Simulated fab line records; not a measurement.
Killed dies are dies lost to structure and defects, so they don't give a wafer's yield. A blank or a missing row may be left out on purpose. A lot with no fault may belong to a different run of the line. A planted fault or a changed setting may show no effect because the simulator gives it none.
Matching of chambers || flow n5_finfet || 4 sister chambers for N5_BEOL_M8_ETCH_72 on rie_diel-03
The step etches underlayer in N2/H2, target depth 6.5 nm, time 5.2 s. 8 wafers are shown with their chamber, then 10 later ones without.

WAFERS WITH THEIR CHAMBER
{"wafer": "L081.5", "chamber": 0, "drypump_motor_current_A (A)": 5.56, "throttle_valve_pct (%)": 18.28}
{"wafer": "L084.1", "chamber": 1, "drypump_motor_current_A (A)": 5.38, "throttle_valve_pct (%)": 17.93}
{"wafer": "L087.6", "chamber": 2, "drypump_motor_current_A (A)": 5.75, "throttle_valve_pct (%)": 18.00}
{"wafer": "L088.2", "chamber": 3, "drypump_motor_current_A (A)": 5.63, "throttle_valve_pct (%)": 17.77}
{"wafer": "L088.3", "chamber": 3, "drypump_motor_current_A (A)": 5.60, "throttle_valve_pct (%)": 17.74}
{"wafer": "L088.5", "chamber": 2, "drypump_motor_current_A (A)": 5.72, "throttle_valve_pct (%)": 18.02}
{"wafer": "L090.1", "chamber": 1, "drypump_motor_current_A (A)": 5.39, "throttle_valve_pct (%)": 17.63}
{"wafer": "L090.5", "chamber": 0, "drypump_motor_current_A (A)": 5.57, "throttle_valve_pct (%)": 18.28}

WAFERS WITH NO CHAMBER GIVEN
{"wafer": "L090.6", "drypump_motor_current_A (A)": 5.62, "throttle_valve_pct (%)": 17.80}
{"wafer": "L094.4", "drypump_motor_current_A (A)": 5.55, "throttle_valve_pct (%)": 18.30}
{"wafer": "L094.5", "drypump_motor_current_A (A)": 5.66, "throttle_valve_pct (%)": 17.79}
{"wafer": "L094.6", "drypump_motor_current_A (A)": 5.55, "throttle_valve_pct (%)": 18.29}
{"wafer": "L095.1", "drypump_motor_current_A (A)": 5.72, "throttle_valve_pct (%)": 18.03}
{"wafer": "L095.5", "drypump_motor_current_A (A)": 5.54, "throttle_valve_pct (%)": 18.33}
{"wafer": "L095.6", "drypump_motor_current_A (A)": 5.71, "throttle_valve_pct (%)": 18.04}
{"wafer": "L096.1", "drypump_motor_current_A (A)": 5.35, "throttle_valve_pct (%)": 17.68}
{"wafer": "L096.2", "drypump_motor_current_A (A)": 5.55, "throttle_valve_pct (%)": 17.88}
{"wafer": "L096.3", "drypump_motor_current_A (A)": 5.71, "throttle_valve_pct (%)": 18.06}

EACH ONE'S CHAMBER
{"wafer": "L090.6", "from the rows above": 3, "in truth": 3}
{"wafer": "L094.4", "from the rows above": 0, "in truth": 0}
{"wafer": "L094.5", "from the rows above": 3, "in truth": 3}
{"wafer": "L094.6", "from the rows above": 0, "in truth": 0}
{"wafer": "L095.1", "from the rows above": 2, "in truth": 2}
{"wafer": "L095.5", "from the rows above": 0, "in truth": 0}
{"wafer": "L095.6", "from the rows above": 2, "in truth": 2}
{"wafer": "L096.1", "from the rows above": 1, "in truth": 1}
{"wafer": "L096.2", "from the rows above": "can't be placed: 0 or 3", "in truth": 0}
{"wafer": "L096.3", "from the rows above": 2, "in truth": 2}
9 of 10 placed correctly. Can't be placed from these rows: 1 (the true chamber is among the candidates in 1). Placed wrongly: 0.
How it was worked out, from the rows above alone: a wafer's distance from a chamber is the root of the sum, over the readings, of the square of ((its reading less the chamber's mean) divided by the reading's scatter). If the next closest chamber is less than 2 further off than the closest, the wafer can't be placed; otherwise it belongs to the closest. Each chamber's mean is taken over the wafers shown for it. The scatter is the square root of a quotient: the sum, over the shown wafers, of each reading's squared deviation from its chamber's mean, divided by wafers minus chambers.
